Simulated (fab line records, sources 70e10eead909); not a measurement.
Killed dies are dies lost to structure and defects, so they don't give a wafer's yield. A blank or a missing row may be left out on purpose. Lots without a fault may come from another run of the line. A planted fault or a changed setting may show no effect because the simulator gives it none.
fab line records | flow nand_harc
record lots=6 wafers=18 last_day=33
route steps=1302 shown P_GATE@187
lots that met no fault: from a run of the same line without faults
start_h: hours from the record's first day to the start of the lot's first wafer shown | wait_h: hours since the lot's step before | " the same as in the row above | L1.1+2: a row that stands for several wafers | - no value, or no start given | * or withheld: withheld | < > ~ a bound
route shown NAME@n: a module of which the file shows steps, and the number in the route of the first | usual: mean/standard deviation of fault-free wafers | same: alike in all rows | chamber/n: place in a boat | sites: the reading at each site | _std_site: their standard deviation | _edge_site: outer sites' mean less inner sites' | radius_mm: how far each site lies from the wafer's centre | mask NAME#n: copy n | behind: the tool/chamber that last shaped the wafer | hold: why the lot was held/for how many hours/how that ended | device: the transistor (n, p or np) that didn't switch | end of line: the same wafers' tests at the end of the route | a step without rows: its recipe alone | killed: dies lost to structure and defects at the first sort, not the wafer's yield | map: a wafer's dies, x killed, . not, _ none there
set.NAME: the setting as run; set.NAME@STEP: as run at that earlier step | model.NAME: the simulator's own value behind a step, which no gauge read
lots at some steps of the route; a table a step, a row a wafer
services: from which hour (start_h, from the record's first day; less than 0 if before it) a tool's chamber was out of use, for how many hours, and why
## steps
# step NHARC_P_GATE_DESCUM_61
# recipe time_s=3 o2_flow_sccm=200 ar_flow_sccm=0 bias_power_w=0 chemistry=O2
# usual drypump_motor_current_A=6.0/0.59 oes_product_au=0.999/0.016 rf_vpp_V=57.7/0.97 showerhead_plenum_p_Torr=1.91/0.083 throttle_valve_pct=11.311/0.0093
# columns lot.wafer tool chamber start_h wait_h drypump_motor_current_A oes_product_au rf_hours_counter_h rf_vpp_V showerhead_plenum_p_Torr throttle_valve_pct
L966.3 rie_diel-02 3 119.91 - 5.9 1.004 3 59.8 2.01 11.304
L966.4 " 2 " " 6.6 0.971 3 55.8 1.90 11.318
L966.5 " 0 " " 5.3 0.998 - 59.1 2.01 11.303
L970.3 rie_diel-09 0 167.58 - 5.7 0.985 1 57.1 1.84 11.296
L970.1 " 1 " " 5.8 1.005 1 57.5 1.78 11.314
L970.5 " 2 " " 5.0 0.999 - 57.9 1.86 11.315
L979.1 rie_diel-09 1 253.18 - 5.8 1.006 6 57.9 1.78 11.308
L979.6 " 3 " " 6.8 1.017 - 58.1 1.95 11.312
L979.4 " 1 " " 5.8 1.006 - 59.1 1.78 11.315
L985.2 rie_diel-09 2 314.40 - 5.0 1.003 11 58.2 1.86 11.324
L985.3 " 3 " " 6.8 1.003 11 57.0 1.95 11.317
L985.6 " 1 " " 5.7 0.994 - 56.8 1.78 11.316
L986.4 rie_diel-04 0 320.57 - 6.2 0.978 7 57.8 1.96 11.306
L986.2 " 1 " " 5.7 1.022 10 58.0 1.87 11.299
L986.5 " 3 " " 5.0 0.970 - 58.7 1.89 11.307
L987.1 rie_diel-02 3 336.36 - 5.9 0.998 5 60.5 2.01 11.299
L987.3 " 0 " " 5.3 0.997 6 57.4 2.01 11.313
L987.5 " 2 " " 6.6 0.973 - 58.2 1.89 11.305
# step NHARC_P_GATE_IMPLANT_62
# recipe energy_kev=20 dose_cm2=3e+15 tilt_deg=7
# step NHARC_P_GATE_STRIP_112
# recipe power_w=1500 temp_c=110 time_s=200 chemistry=N2/H2
# usual drypump_motor_current_A=5.5/0.39 heater_power_w=92/7.2 rf_refl_power_W=21/4
# columns lot.wafer tool chamber start_h wait_h drypump_motor_current_A heater_power_w rf_hours_counter_h rf_refl_power_W
L966.3 plasma_asher-01 1 120.36 0.2 5.6 94 - 28
L966.4 " 0 " " 5.0 99 - 18
L966.5 " 1 " " 5.7 96 - 28
L970.1 plasma_asher-01 0 167.93 0.2 5.0 96 34 18
L970.3 " 0 " " 5.0 99 - 18
L970.5 " 0 " " 5.0 98 - 19
L979.1 plasma_asher-01 0 253.62 0.3 5.0 98 11 19
L979.4 " 1 " " 5.7 94 - 27
L979.6 " 0 " " 5.0 99 - 19
L985.2 plasma_asher-01 1 314.82 0.2 5.6 93 26 27
L985.3 " 1 " " 5.6 94 - 26
L985.6 " 1 " " 5.6 97 - 26
L986.2 plasma_asher-01 1 320.97 0.2 5.6 94 28 27
L986.4 " 1 " " 5.6 96 - 27
L986.5 " 1 " " 5.6 97 - 26
L987.1 plasma_asher-02 1 336.76 0.2 6.2 78 15 16
L987.3 " 1 " " 6.2 75 - 17
L987.5 " 0 " " 5.6 85 - 19
# step NHARC_P_GATE_STRIP_76
# recipe power_w=1500 temp_c=250 chemistry=O2
# usual drypump_motor_current_A=5.5/0.38 heater_power_w=345/27 rf_refl_power_W=21/3.9
# columns lot.wafer tool chamber start_h wait_h drypump_motor_current_A heater_power_w rf_hours_counter_h rf_refl_power_W
L966.3 plasma_asher-01 1 120.56 0.2 5.6 362 - 26
L966.4 " 0 " " 5.0 370 - 18
L966.5 " 1 " " 5.7 353 - 26
L970.1 plasma_asher-01 0 168.19 0.2 5.1 372 34 19
L970.3 " 0 " " 5.0 368 - 19
L970.5 " 0 " " 5.0 370 - 19
L979.1 plasma_asher-01 0 253.85 0.2 5.0 367 11 19
L979.4 " 1 " " 5.6 356 - 25
L979.6 " 0 " " 5.0 367 - 19
L985.2 plasma_asher-01 1 315.05 0.2 5.7 352 26 27
L985.3 " 1 " " 5.7 357 - 26
L985.6 " 1 " " 5.6 353 - 26
L986.2 plasma_asher-01 1 321.20 0.2 5.6 358 28 26
L986.4 " 1 " " 5.7 349 - 27
L986.5 " 1 " " 5.7 346 - 26
L987.1 plasma_asher-02 1 336.99 0.2 6.1 280 15 17
L987.3 " 1 " " 6.2 281 - 17
L987.5 " 0 " " 5.6 315 - 19
# step NHARC_P_GATE_STRIP_63
# recipe time_s=900 temp_c=130 chemistry=SPM
# step NHARC_P_GATE_DEHYDRATE_83
# recipe temp_c=150 time_s=120
# step NHARC_P_GATE_HMDS_84
# recipe time_s=30
# step NHARC_P_GATE_COAT_85
# recipe spin_rpm=3000
# step NHARC_P_GATE_SOFTBAKE_86
# recipe temp_c=122 time_s=95
# step NHARC_P_GATE_EBR_87
# step NHARC_P_GATE_EXPOSE_88
# recipe na=0.6 target_cd_nm=2000 dose_mj=11.87 mask_id=P_HVN
# step NHARC_P_GATE_PEB_89
# recipe peb_temp_c=118 peb_time_s=85
# step NHARC_P_GATE_DEVELOP_90
# recipe time_s=70
# columns lot.wafer tool chamber start_h wait_h
L966.3+4+5 litho_track-07 0 121 -
L970.1+3+5 litho_track-03 0 169 -
L979.1+4+6 litho_track-05 0 254 -
L985.2+3+6 litho_track-05 0 315 -
L986.2+4+5 litho_track-05 0 322 -
L987.1+3+5 litho_track-07 0 337 -
# step NHARC_P_GATE_HARDBAKE_92
# recipe temp_c=125 time_s=80
# step NHARC_P_GATE_DESCUM_93
# recipe time_s=3 o2_flow_sccm=200 ar_flow_sccm=0 bias_power_w=0 chemistry=O2
# usual drypump_motor_current_A=5.9/0.57 oes_product_au=0.997/0.016 rf_vpp_V=57.6/0.87 showerhead_plenum_p_Torr=1.90/0.076 throttle_valve_pct=11.310/0.0086
# columns lot.wafer tool chamber start_h wait_h drypump_motor_current_A oes_product_au rf_hours_counter_h rf_vpp_V showerhead_plenum_p_Torr throttle_valve_pct model.P_GATE.cd_nm
L966.4 rie_diel-02 3 121.64 - 5.9 0.998 3 57.9 2.01 11.302 1997
L966.3 " 0 " " 5.3 0.989 3 58.5 2.01 11.327 1996
L966.5 " 2 " " 6.6 0.962 - 56.9 1.90 11.308 1997
L970.3 rie_diel-04 0 169.28 - 6.3 1.024 9 57.5 1.96 11.305 1997
L970.1 " 1 " " 5.7 1.012 11 57.1 1.87 11.301 1995
L970.5 " 0 " " 6.2 1.017 - 58.7 1.96 11.297 1998
L979.1 rie_diel-04 3 254.81 - 5.0 0.973 6 57.3 1.89 11.299 1997
L979.4 " 0 " " 6.2 0.992 3 58.8 1.96 11.308 1997
L979.6 " 2 " " 5.8 0.989 - 58.0 1.99 11.316 1997
L985.3 rie_diel-09 2 316.01 - 5.0 1.007 11 56.6 1.86 11.309 722.6
L985.2 " 3 " " 6.8 1.009 11 59.3 1.95 11.317 719.1
L985.6 " 3 " " 6.8 1.007 - 57.9 1.95 11.303 723.5
L986.4 rie_diel-04 1 322.28 - 5.7 1.022 10 57.8 1.87 11.310 719.8
L986.2 " 2 " " 5.8 0.987 10 57.5 1.99 11.302 722.2
L986.5 " 1 " " 5.7 1.034 - 57.5 1.87 11.306 720.9
L987.1 rie_diel-02 1 337.93 - 6.7 1.021 5 56.7 1.78 11.314 1992
L987.3 " 3 " " 5.9 0.998 5 57.7 2.01 11.293 1997
L987.5 " 1 " " 6.7 1.015 - 56.7 1.78 11.305 1995
# step NHARC_P_GATE_IMPLANT_94
# recipe energy_kev=60 dose_cm2=2e+15 tilt_deg=7
## services
# columns tool chamber start_h hours kind
litho_track-03 - 100.00 7.0 pm
rie_diel-04 - 116.06 2.1 repair
rie_diel-09 3 118.43 15.8 repair
litho_track-05 - 124.00 7.0 pm
rie_diel-04 0 127.22 1.2 repair
rie_diel-09 - 143.59 9.0 pm
rie_diel-04 - 168.21 0.3 repair
rie_diel-04 - 177.90 9.0 pm
plasma_asher-01 - 179.66 9.0 pm
plasma_asher-01 0 179.66 9.0 vent_cycle
plasma_asher-01 1 179.66 9.0 vent_cycle
rie_diel-09 0 183.59 2.6 repair
plasma_asher-01 0 188.66 - clean
rie_diel-04 - 211.81 0.4 repair
rie_diel-02 - 216.70 9.0 pm
rie_diel-04 0 227.00 8.0 repair
rie_diel-09 0 235.55 59.5 repair
rie_diel-04 0 235.93 13.3 repair
plasma_asher-02 - 249.55 9.0 pm
litho_track-07 - 251.00 7.0 pm
litho_track-03 - 275.00 7.0 pm
litho_track-05 - 299.00 7.0 pm
rie_diel-09 0 312.87 24.6 repair
rie_diel-09 - 320.59 9.0 pm
## key
first_sign none at tools or gauges
model_effect step=NHARC_P_GATE_DESCUM_93 value=P_GATE.cd_nm without=1998 struck=721.4
met_at NHARC_P_GATE_DEVELOP_90
struck_wafers L985.2,L985.3,L985.6,L986.2,L986.4,L986.5
later_rows_left_out L985.2,L985.3,L985.6,L986.2,L986.4,L986.5
sort_left_out L985.2,L985.3,L985.6,L986.2,L986.4,L986.5
tester_left_out L985,L986
onset_between 254 315
also_fits NHARC_P_GATE_STRIP_112:plasma_asher-01,NHARC_P_GATE_STRIP_76:plasma_asher-01
fault kind=process_parameter_drift tool=litho_track-05 chamber=- onset_h=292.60 steps=NHARC_P_GATE_DEVELOP_90 channel=time_s offset=* shape=step end_h=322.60 acts_in=* stated=*
# tester_left_out: of these lots the tester's yield and bins aren't shown, on N5 and GAA mostly nor the transistor test; their killed dies are dies lost to structure and defects alone, not to doping, threshold or leakage, so they don't give the yield
# sort_left_out: the simulated sort isn't trusted on such a fault, so these wafers' sort isn't shown, and their yield isn't known
# later_rows_left_out: the simulator's readings of these wafers behind a module that went badly wrong aren't trusted and aren't shown, but for the sort
